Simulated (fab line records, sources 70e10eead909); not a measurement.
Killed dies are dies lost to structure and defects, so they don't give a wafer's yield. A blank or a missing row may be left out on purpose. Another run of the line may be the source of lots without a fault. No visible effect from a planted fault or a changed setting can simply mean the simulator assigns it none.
Chamber matching | flow nand-harc | NHARC_A_DECK1_JOINT_ETCHBACK_07 on rie-si-06 has 4 sister chambers
The step etches the open film in HBr, target depth 105 nm, time 26.9 s. 8 wafers are shown with their chamber, then 9 later ones without.

== WAFERS WITH THEIR CHAMBER ==
wafer  | chamber | drypump-motor-current-A (A) | oes-product-au (a.u.)
L083.6 | 3       | 6.1                         | 0.996
L083.5 | 0       | 4.8                         | 0.990
L085.2 | 0       | 4.8                         | 0.991
L085.3 | 2       | 5.5                         | 1.003
L085.4 | 1       | 6.1                         | 1.004
L088.2 | 2       | 5.4                         | 1.012
L088.4 | 3       | 6.1                         | 1.000
L088.6 | 1       | 6.1                         | 1.004

== WAFERS WITHOUT THEIR CHAMBER ==
wafer  | drypump-motor-current-A (A) | oes-product-au (a.u.)
L087.1 | 6.1                         | 1.001
L087.2 | 4.8                         | 0.999
L087.3 | 5.5                         | 0.993
L094.1 | 6.1                         | 0.996
L094.2 | 4.8                         | 0.993
L094.3 | 6.1                         | 1.000
L095.2 | 5.4                         | 0.995
L095.4 | 6.1                         | 1.012
L095.5 | 5.4                         | 0.995

== THE CHAMBER EACH PASSED THROUGH ==
wafer  | from the rows above     | in truth
L087.1 | can't be placed: 3 or 1 | 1
L087.2 | 0                       | 0
L087.3 | 2                       | 2
L094.1 | can't be placed: 3 or 1 | 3
L094.2 | 0                       | 0
L094.3 | can't be placed: 3 or 1 | 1
L095.2 | 2                       | 2
L095.4 | can't be placed: 1 or 3 | 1
L095.5 | 2                       | 2
Correctly placed: 5 of 9. From these rows, 4 cannot be placed; in 4 the true chamber is one of the candidates. Number placed wrongly: 0.
How it was worked out, from the rows above alone: a wafer's distance from a chamber is the root of the sum, over the readings, of the square of ((its reading less the chamber's mean) divided by the reading's scatter). The wafer belongs to the nearest chamber; if the next one is less than 2 further off, it can't be placed. The mean given for a chamber averages the wafers shown for that chamber. The scatter: take each reading less its chamber's mean, square it, sum over the shown wafers, divide by the number of wafers less the number of chambers, and take the root.
